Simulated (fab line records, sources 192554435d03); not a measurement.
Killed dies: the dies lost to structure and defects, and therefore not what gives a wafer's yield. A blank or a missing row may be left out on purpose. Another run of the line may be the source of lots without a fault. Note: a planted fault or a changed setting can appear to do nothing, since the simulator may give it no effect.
Matching of chambers / flow n5-finfet / N5_BEOL_M0_PRE_CLEAN_131 on cvd-co-02: 3 sister chambers
The step time 15 s. 6 wafers are shown with their chamber, then 10 later ones without.

== WAFERS PAIRED WITH THEIR CHAMBERS ==
wafer=L082.6; chamber=1; heater-power-w (W)=71
wafer=L086.5; chamber=1; heater-power-w (W)=73
wafer=L087.4; chamber=2; heater-power-w (W)=94
wafer=L087.5; chamber=0; heater-power-w (W)=78
wafer=L089.1; chamber=0; heater-power-w (W)=80
wafer=L089.4; chamber=2; heater-power-w (W)=91

== WAFERS MISSING THEIR CHAMBER ==
wafer=L089.5; heater-power-w (W)=77
wafer=L092.2; heater-power-w (W)=90
wafer=L092.3; heater-power-w (W)=70
wafer=L092.4; heater-power-w (W)=70
wafer=L091.2; heater-power-w (W)=72
wafer=L091.3; heater-power-w (W)=79
wafer=L091.6; heater-power-w (W)=72
wafer=L095.1; heater-power-w (W)=73
wafer=L095.3; heater-power-w (W)=80
wafer=L095.4; heater-power-w (W)=72

== CHAMBER TAKEN BY EACH ==
wafer=L089.5; from the rows above=can't be placed: 0 or 1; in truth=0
wafer=L092.2; from the rows above=2; in truth=2
wafer=L092.3; from the rows above=1; in truth=1
wafer=L092.4; from the rows above=1; in truth=1
wafer=L091.2; from the rows above=1; in truth=1
wafer=L091.3; from the rows above=0; in truth=0
wafer=L091.6; from the rows above=1; in truth=1
wafer=L095.1; from the rows above=1; in truth=1
wafer=L095.3; from the rows above=0; in truth=0
wafer=L095.4; from the rows above=1; in truth=1
Placed correctly: 9 of 10. Cannot be placed on the basis of these rows: 1; the candidates contain the true chamber in 1. Number placed wrongly: 0.
How it was worked out, from the rows above alone: a wafer's distance from a chamber is the root of the sum, over the readings, of the square of ((its reading less the chamber's mean) divided by the reading's scatter). The wafer belongs to the nearest chamber; if the next one is less than 2 further off, it can't be placed. For every chamber, the mean is computed from those of its wafers that are shown. The scatter is the square root of a quotient: the sum, over the shown wafers, of each reading's squared deviation from its chamber's mean, divided by wafers minus chambers.
